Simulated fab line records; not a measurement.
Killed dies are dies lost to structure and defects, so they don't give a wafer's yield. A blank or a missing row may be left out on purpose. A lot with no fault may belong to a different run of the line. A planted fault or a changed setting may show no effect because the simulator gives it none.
fab line records | flow nandHarc
[record] lots = 14 wafers = 42 lastDay = 24
route steps=1159 shown P_M0@272 P_M1@305 END@1159
lots that met no fault: taken from a fault-free run of the same line
startH: hours from the record's opening day to when the first of the lot's shown wafers began | waitH: hours since the lot's step before | " same as the row above | L1.1+2: several wafers, shown together as one row | - no value, or no start was given | * or withheld: withheld | < > ~ a bound
route shown NAME@n: a module of which the file shows steps, and the number in the route of the first | usual: mean/standard deviation of fault-free wafers | same: alike in all rows | chamber/n: place in a boat | sites: readings site by site | _std_site: the standard deviation of these | _edge_site: outer sites' mean less inner sites' | radiusMm: for every site, how far away it sits from the centre of the wafer | mask NAME#n: copy n | behind: tool/chamber where the wafer was last shaped | hold: reason for holding the lot/hours on hold/outcome of the hold | device: names the non-switching transistor (n, p or np) | end of line: at the end of the route, the tests of the same wafers | a step given without rows: its recipe and nothing more | killed: dies that structure and defects cost at the first sort, which is not the same as the wafer's yield | map: a wafer's dies, marking killed ones x, the rest . and places with no die _
set.NAME: setting as actually run; set.NAME@STEP: the setting as run at that earlier step | model.NAME: the simulator's own value behind a step, which no gauge read
route steps across a sampled set of lots; one table per step, one row per wafer
services: when a tool's chamber went out of use (startH, in hours from the record's first day, below 0 if earlier), for how many hours, and the reason
[[steps]]
[step NHARC_P_M0_DEGAS_28]
[recipe] tempC = 250 timeS = 60
[usual] heaterPowerW = 335/46
// columns lot.wafer tool chamber startH waitH heaterPowerW
L128.3 pvdSputter-03 - 137.60 - 375
L128.4 " - " " 349
L128.2 " - " " 381
L130.1 pvdSputter-03 - 138.07 - 390
L130.5 " - " " 341
L130.6 " - " " 382
L131.1 pvdSputter-03 - 138.50 - 342
L131.6 " - " " 260
L131.5 " - " " 351
L132.1 pvdSputter-03 - 144.18 - 377
L132.4 " - " " 344
L132.2 " - " " 397
L133.2 pvdSputter-02 - 149.30 - 292
L133.1 " - " " 351
L133.6 " - " " 299
L134.3 pvdSputter-01 - 154.02 - 298
L134.1 " - " " 325
L134.6 " - " " 303
L135.1 pvdSputter-01 - 155.48 - 318
L135.2 " - " " 392
L135.6 " - " " 324
L136.2 pvdSputter-02 - 173.61 - 348
L136.3 " - " " 297
L136.6 " - " " 369
L138.2 pvdSputter-03 - 178.68 - 258
L138.1 " - " " 399
L138.5 " - " " 351
L137.3 pvdSputter-01 - 178.72 - 387
L137.1 " - " " 321
L137.6 " - " " 312
L140.1 pvdSputter-03 - 195.97 - 352
L140.5 " - " " 392
L140.6 " - " " 377
L147.1 pvdSputter-02 - 233.72 - 294
L147.3 " - " " 281
L147.4 " - " " 363
L149.4 pvdSputter-02 - 252.12 - 297
L149.1 " - " " 354
L149.2 " - " " 283
L150.4 pvdSputter-03 - 252.58 - 391
L150.3 " - " " 377
L150.6 " - " " 379
[step NHARC_P_M0_PRE_CLEAN_29]
[recipe] timeS = 30 tempC = 280 gas = H2/He
[usual] heaterPowerW = 412/56
// columns lot.wafer tool chamber startH waitH heaterPowerW
L128.3 pvdSputter-03 - 137.66 - 433
L128.2 " - " " 460
L128.4 " - " " 463
L130.1 pvdSputter-03 - 138.11 - 446
L130.6 " - " " 455
L130.5 " - " " 316
L131.1 pvdSputter-03 - 138.57 - 457
L131.5 " - " " 314
L131.6 " - " " 429
L132.1 pvdSputter-03 - 144.24 - 464
L132.2 " - " " 317
L132.4 " - " " 484
L133.2 pvdSputter-02 - 149.35 - 424
L133.1 " - " " 360
L133.6 " - " " 364
L134.1 pvdSputter-01 - 154.08 - 491
L134.3 " - " " 464
L134.6 " - " " 387
L135.2 pvdSputter-01 - 155.53 - 381
L135.1 " - " " 459
L135.6 " - " " 381
L136.3 pvdSputter-02 - 173.67 - 430
L136.2 " - " " 369
L136.6 " - " " 363
L138.1 pvdSputter-03 - 178.73 - 415
L138.2 " - " " 310
L138.5 " - " " 423
L137.1 pvdSputter-01 - 178.78 - 475
L137.3 " - " " 368
L137.6 " - " " 484
L140.1 pvdSputter-03 - 196.02 - 450
L140.6 " - " " 478
L140.5 " - " " 462
L147.1 pvdSputter-02 - 233.78 - 360
L147.3 " - " " 366
L147.4 " - " " 342
L149.1 pvdSputter-02 - 252.18 - 358
L149.2 " - " " 349
L149.4 " - " " 362
L150.3 pvdSputter-03 - 252.64 - 448
L150.4 " - " " 319
L150.6 " - " " 474
[step NHARC_P_M0_THK_MEAS_24]
[recipe] thkMeasGauge = xrf
[usual] thkNm = 118.1/1.5
// columns lot.wafer tool chamber startH waitH thkNm
L128.2 filmMetro-01 - 139.00 - 117.7
L128.3 " - " " 119.2
L128.4 " - " " 120.3
L130.1 filmMetro-01 - 139.45 - 117.8
L130.5 " - " " 119.0
L130.6 " - " " 116.4
L131.1 filmMetro-02 - 140.17 - 120.1
L131.5 " - " " 118.9
L131.6 " - " " 117.9
L132.1 filmMetro-01 - 145.72 - 118.7
L132.2 " - " " 119.1
L132.4 " - " " 117.5
L133.1 filmMetro-02 - 150.69 - 118.4
L133.2 " - " " 118.3
L133.6 " - " " 118.4
L134.1 filmMetro-02 - 155.45 - 118.4
L134.3 " - " " 118.0
L134.6 " - " " 116.4
L135.1 filmMetro-01 - 156.89 - 118.3
L135.2 " - " " 117.0
L135.6 " - " " 120.0
L136.2 filmMetro-01 - 175.01 - 116.9
L136.3 " - " " 118.4
L136.6 " - " " 119.9
L138.1 filmMetro-02 - 180.11 - 120.9
L138.2 " - " " 116.7
L138.5 " - " " 118.1
L137.1 filmMetro-01 - 180.20 - 119.7
L137.3 " - " " 116.8
L137.6 " - " " 117.7
L140.1 filmMetro-01 - 197.49 - 118.7
L140.5 " - " " 120.2
L140.6 " - " " 117.1
L147.1 filmMetro-02 - 235.22 - 119.3
L147.3 " - " " 119.0
L147.4 " - " " 118.5
L149.1 filmMetro-01 - 253.52 - 120.3
L149.2 " - " " 117.8
L149.4 " - " " 117.7
L150.3 filmMetro-02 - 253.97 - 117.8
L150.4 " - " " 119.4
L150.6 " - " " 119.1
[step NHARC_P_M1_DEGAS_29]
[recipe] tempC = 250 timeS = 60
[usual] heaterPowerW = 336/45
// columns lot.wafer tool chamber startH waitH heaterPowerW
L128.4 pvdSputter-03 - 141.78 - 376
L128.2 " - " " 253
L128.3 " - " " 389
L130.1 pvdSputter-02 - 142.23 - 297
L130.5 " - " " 360
L130.6 " - " " 295
L131.1 pvdSputter-02 - 143.04 - 299
L131.5 " - " " 282
L131.6 " - " " 300
L132.4 pvdSputter-01 - 148.47 - 309
L132.1 " - " " 373
L132.2 " - " " 317
L133.2 pvdSputter-03 - 153.35 - 251
L133.1 " - " " 350
L133.6 " - " " 384
L134.1 pvdSputter-03 - 158.21 - 390
L134.3 " - " " 257
L134.6 " - " " 379
L135.2 pvdSputter-02 - 159.65 - 283
L135.1 " - " " 293
L135.6 " - " " 362
L136.2 pvdSputter-03 - 177.77 - 397
L136.3 " - " " 255
L136.6 " - " " 342
L138.2 pvdSputter-01 - 182.87 - 299
L138.1 " - " " 326
L138.5 " - " " 381
L137.3 pvdSputter-02 - 191.77 - 357
L137.1 " - " " 294
L137.6 " - " " 354
L140.1 pvdSputter-02 - 200.11 - 292
L140.5 " - " " 291
L140.6 " - " " 302
L147.4 pvdSputter-03 - 241.56 - 260
L147.1 " - " " 389
L147.3 " - " " 379
L150.4 pvdSputter-01 - 256.82 - 302
L150.3 " - " " 385
L150.6 " - " " 309
L149.1 pvdSputter-03 - 260.13 - 350
L149.2 " - " " 408
L149.4 " - " " 259
[step NHARC_END_SORT_01]
[recipe] tempC = 25
[usual] defectLimitedYield = 95.2/1.6 killedAtArray = 29/10 killedAtOther = 0.7/1.1 killedAtPeriphery = 3.2/2.2 killedDies = 33/11 killedOpen = 3.5/1.8 killedShort = 2.0/1.4 sort_bin_2_pct = 1.5/0.61 sort_bin_3_pct = 0.29/0.22 sort_bin_4_pct = 3.1/1.1 sortNPass = 644/11 sortRimYieldPct = 95/3.3 sortYieldPct = 95.2/1.6
[same] grossDies = 677 sort_bin_5_pct[%] = 0 sort_bin_6_pct[%] = 0 sort_bin_7_pct[%] = 0 sort_bin_8_pct[%] = 0 sortRimNGross = 106.00
// columns lot.wafer tool chamber startH waitH defectLimitedYield[%] killedAtArray killedAtOther killedAtPeriphery killedDies killedOpen killedShort sort_bin_2_pct[%] sort_bin_3_pct[%] sort_bin_4_pct[%] sortNPass sortRimYieldPct[%] sortYieldPct[%]
L147.1 prober-02 0 566.50 2.5 92.2 45 0 8 53 3 1 3.0 0.30 4.6 624 96 92.2
L147.3 prober-02 0 568.08 3.1 94.7 29 2 5 36 3 2 2.1 0.44 2.8 641 94 94.7
L147.4 prober-02 0 568.87 3.4 94.1 32 2 6 40 2 3 1.8 0.30 3.8 637 99 94.1
L149.1 prober-02 0 574.24 2.5 92.5 40 0 11 51 3 2 1.5 0.30 5.8 626 90 92.5
L149.2 prober-02 0 575.04 2.8 91.7 44 2 10 56 3 2 2.2 0 6.1 621 88 91.7
L149.4 prober-02 0 576.63 3.4 95.6 26 0 4 30 2 2 1.6 0.59 2.2 647 89 95.6
// killed by level:class
L147.1 A_CHANNEL_HOLE_D1:chamberFilmFlake=17 A_SLIT:chamberFilmFlake=17 P_M0:unspecified=7 A_ZERO_WELL:chamberFilmFlake=4 A_CONTACT:chamberFilmFlake=2 A_ONON_D1:geometricParticle:short=1 A_WL_FILL:geometricParticle:open=1 A_CONTACT:geometricParticle:open=1
L147.3 A_CHANNEL_HOLE_D1:chamberFilmFlake=11 A_SLIT:chamberFilmFlake=8 P_M0:unspecified=4 A_CONTACT:geometricParticle:open=3 A_ZERO_WELL:chamberFilmFlake=2 A_WL_FILL:chamberFilmFlake=2 THIN_TSV:chamberFilmFlake=2 A_SGD_CUT:geometricParticle:short=1
L147.4 A_SLIT:chamberFilmFlake=18 A_CHANNEL_HOLE_D1:chamberFilmFlake=7 P_M0:unspecified=5 THIN_TSV:chamberFilmFlake=2 A_ONON_D1:geometricParticle:short=1 A_WL_FILL:geometricParticle:short=1 A_WL_FILL:geometricParticle:open=1 A_CONTACT:geometricParticle:open=1
L149.1 A_SLIT:chamberFilmFlake=15 A_CHANNEL_HOLE_D1:chamberFilmFlake=13 P_M0:unspecified=9 A_SGD_CUT:chamberFilmFlake=3 A_ZERO_WELL:chamberFilmFlake=3 A_BLC:geometricParticle:open=2 A_CHANNEL_FILL_D1:geometricParticle:open=1 A_BLC:geometricParticle:short=1
L149.2 A_SLIT:chamberFilmFlake=21 A_CHANNEL_HOLE_D1:chamberFilmFlake=10 P_M0:unspecified=7 A_SGD_CUT:chamberFilmFlake=4 A_CONTACT:chamberFilmFlake=3 A_STAIRCASE:chamberFilmFlake=2 THIN_TSV:chamberFilmFlake=2 P_M0:geometricParticle:open=1
L149.4 A_SLIT:chamberFilmFlake=11 A_CHANNEL_HOLE_D1:chamberFilmFlake=6 A_SGD_CUT:chamberFilmFlake=6 P_M0:unspecified=3 P_M0:geometricParticle:open=1 A_ONON_D1:geometricParticle:short=1 A_SGD_CUT:geometricParticle:open=1 A_BONDPAD:geometricParticle:short=1
[[services]]
// columns tool chamber startH hours kind
pvdSputter-01 - 114.69 2.0 repair
pvdSputter-01 - 158.03 10.0 pm
pvdSputter-01 - 173.50 0.9 repair
pvdSputter-01 - 191.58 1.5 repair
pvdSputter-02 - 214.02 10.0 pm
pvdSputter-01 - 257.38 5.2 repair
[[key]]
[firstSign] step = NHARC_END_SORT_01 reading = killedAtPeriphery direction = up sigmas = 1.8 usual = 3.2 struck = 7.3 wafersMoved = 4
effect none on later readings
metAt NHARC_P_M0_PRE_CLEAN_29
struckLots L147,L149
notActingAt NHARC_P_M0_DEGAS_28,NHARC_P_M0_THK_MEAS_24,NHARC_P_M1_DEGAS_29
onsetBetween 173.67 233.78
[fault] kind = chamberParticleSource tool = pvdSputter-02 chamber = - onsetH = 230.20 steps = NHARC_P_M0_PRE_CLEAN_29 ratePerVisitCm2 = 0.01056 endH = 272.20
